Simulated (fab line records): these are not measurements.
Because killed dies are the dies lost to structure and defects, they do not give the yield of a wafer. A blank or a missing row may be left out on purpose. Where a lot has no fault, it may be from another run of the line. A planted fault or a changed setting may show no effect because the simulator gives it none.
Struck lot and sound lot, side by side / flow nandHarc / 13 out of 1159 route steps
Sound: the wafers L808.1, L808.4, L808.6. Struck: wafers L800.1, L800.2, L800.5. The cause comes at the end.
Each step with rows lists, per side, the tool, then ch with its chambers, then its first start. Under that, the readings that differ: sound wafers / struck wafers / difference of the means / sigmas: that difference in standard deviations of wafers without a fault.
alike: words and numbers the same on both sides, and readings whose means are apart by under 2 such deviations; not compared: readings that were withheld, readings missing a value for some wafer, numbers with overlapping values and no deviation given by the record, and bounds like >300 which may hide the same value.
The two part at a step that has a row with sigmas, a row that says differs or no value, or rows on one side only. Numbers that have no deviation but don't overlap get no sigmas and don't part them. Lack of a reading on every wafer of one side parts them only where that side has two or more wafers.

NHARC_A_STAIRCASE_TRIM_202: chemistry O2, time 211.2 s.
  sound on rieDiel-04 ch 0,1; struck on rieDiel-02 ch 1,2,3
  alike: chamberPressureMTorr, drypumpMotorCurrentA, mfcArSccm, oesProductAu, rfVppV, showerheadPlenumPTorr, throttleValvePct
  not compared: rfHoursCounterH
NHARC_A_STAIRCASE_ETCH_203: etches the open film in C4F8/O2, target depth 100 nm, time 40.5 s.
  sound on rieDiel-04 ch 0,2; struck on rieDiel-02 ch 0,3
  alike: chamberPressureMTorr, oesProductAu, rfVppV
  not compared: rfHoursCounterH
NHARC_A_STAIRCASE_STRIP_205: strips in O2.
  sound on plasmaAsher-02 ch 0, day 15 18:57; struck on plasmaAsher-01 ch 0,1, day 13 18:26
  alike: drypumpMotorCurrentA, heaterPowerW, tempC
  not compared: rfHoursCounterH
then, 8 steps without rows for these wafers: NHARC_A_STAIRCASE_STRIP_206 (strips in SPM, time 900 s); NHARC_A_STAIRCASE_PRECLEAN_207 (cleans in SC1); NHARC_A_STAIRCASE_SRD_208; NHARC_A_STAIRCASE_DEHYDRATE_209 (time 120 s); NHARC_A_STAIRCASE_HMDS_210 (time 30 s); NHARC_A_STAIRCASE_COAT_211; NHARC_A_STAIRCASE_SOFTBAKE_212 (time 170 s); NHARC_A_STAIRCASE_EBR_213.
NHARC_A_STAIRCASE_EXPOSE_214: exposes mask STAIR 3.
  struck on krfScanner-01, day 13 19:35; sound on krfScanner-02 ch 0, day 15 20:03
  no value came back on the struck wafers for exposureDoseMJCm2, focusOffsetNm (nm); on the sound wafers exposureDoseMJCm2 reads 31.28 31.29 31.35
  alike: mask
then, 1 step without rows for these wafers: NHARC_A_STAIRCASE_PEB_215 (peb time 130 s).

WHERE THEY PART
Only at NHARC_A_STAIRCASE_EXPOSE_214, within this record.

WHY: whatever the simulator had introduced
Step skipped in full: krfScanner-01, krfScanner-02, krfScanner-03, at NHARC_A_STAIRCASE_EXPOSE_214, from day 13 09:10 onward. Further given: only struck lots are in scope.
